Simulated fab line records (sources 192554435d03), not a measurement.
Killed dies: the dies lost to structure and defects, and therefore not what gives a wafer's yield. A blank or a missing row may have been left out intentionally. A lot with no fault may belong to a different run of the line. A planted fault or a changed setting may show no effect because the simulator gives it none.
Chamber matching    flow n5_finfet    4 sister chambers for N5_BEOL_M4_ETCH_77 on rie_diel-01
The step etches underlayer in N2/H2, target depth 6.5 nm, time 5.2 s. 20 wafers are shown with their chamber, then 10 later ones without.

== EACH WAFER AND ITS CHAMBER ==
wafer   chamber  drypump_motor_current_A (A)  showerhead_plenum_p_Torr (Torr)  etch_rf_on_time_s (s)
L074.2  1        6.1                          2.50                             5.20
L074.3  0        6.0                          2.70                             5.13
L074.5  0        6.0                          2.70                             5.14
L079.1  3        5.3                          2.68                             5.10
L079.3  3        5.3                          2.68                             4.99
L079.5  2        5.9                          2.60                             5.28
L080.4  3        5.3                          2.68                             5.14
L080.5  1        6.0                          2.50                             5.24
L080.6  0        6.0                          2.70                             5.12
L081.2  1        6.0                          2.50                             5.22
L081.3  2        5.9                          2.60                             5.30
L081.4  3        5.3                          2.68                             5.16
L084.2  2        5.9                          2.60                             5.25
L084.3  3        5.3                          2.68                             5.08
L084.6  1        6.1                          2.50                             5.21
L087.1  3        5.3                          2.67                             5.10
L087.2  0        6.0                          2.69                             5.11
L087.5  0        6.0                          2.69                             5.10
L086.2  3        5.3                          2.67                             5.10
L086.3  2        5.9                          2.59                             5.28

SIGNATURES (means of the wafers above)
reading                   chamber 0  chamber 1  chamber 2  chamber 3  scatter within a chamber
drypump_motor_current_A   6.000      6.050      5.900      5.300      0.025
showerhead_plenum_p_Torr  2.6960     2.5000     2.5975     2.6771     0.0046
etch_rf_on_time_s         5.1200     5.2175     5.2775     5.0957     0.036
Rule: for each reading, subtract the chamber's mean from the wafer's reading, divide by that reading's scatter and square the result; add these up over the readings and take the root, which gives the wafer's distance from the chamber. If the next closest chamber is less than 2 further off than the closest, the wafer can't be placed; otherwise it belongs to the closest. How the scatter is found: for the shown wafers, subtract from each reading the mean of its chamber, square and add these, divide the total by (wafers less chambers), then take the root.

== WAFERS WITH NO CHAMBER GIVEN ==
wafer   drypump_motor_current_A (A)  showerhead_plenum_p_Torr (Torr)  etch_rf_on_time_s (s)
L086.6  6.1                          2.49                             5.25
L090.1  6.0                          2.69                             5.22
L090.4  6.0                          2.69                             5.16
L090.5  5.3                          2.67                             5.11
L091.1  6.0                          2.69                             5.20
L091.4  6.0                          2.69                             5.31
L091.5  6.1                          2.49                             5.32
L097.2  6.0                          2.68                             5.20
L097.4  5.9                          2.59                             5.25
L097.5  5.9                          2.59                             5.23

== THE CHAMBER EACH PASSED THROUGH ==
wafer   from the rows above  in truth
L086.6  1                    1
L090.1  0                    0
L090.4  0                    0
L090.5  3                    3
L091.1  0                    0
L091.4  0                    0
L091.5  1                    1
L097.2  0                    0
L097.4  2                    2
L097.5  2                    2
Correct placement for 10 of the 10. Not placeable from these rows: 0. Placed wrongly: 0.
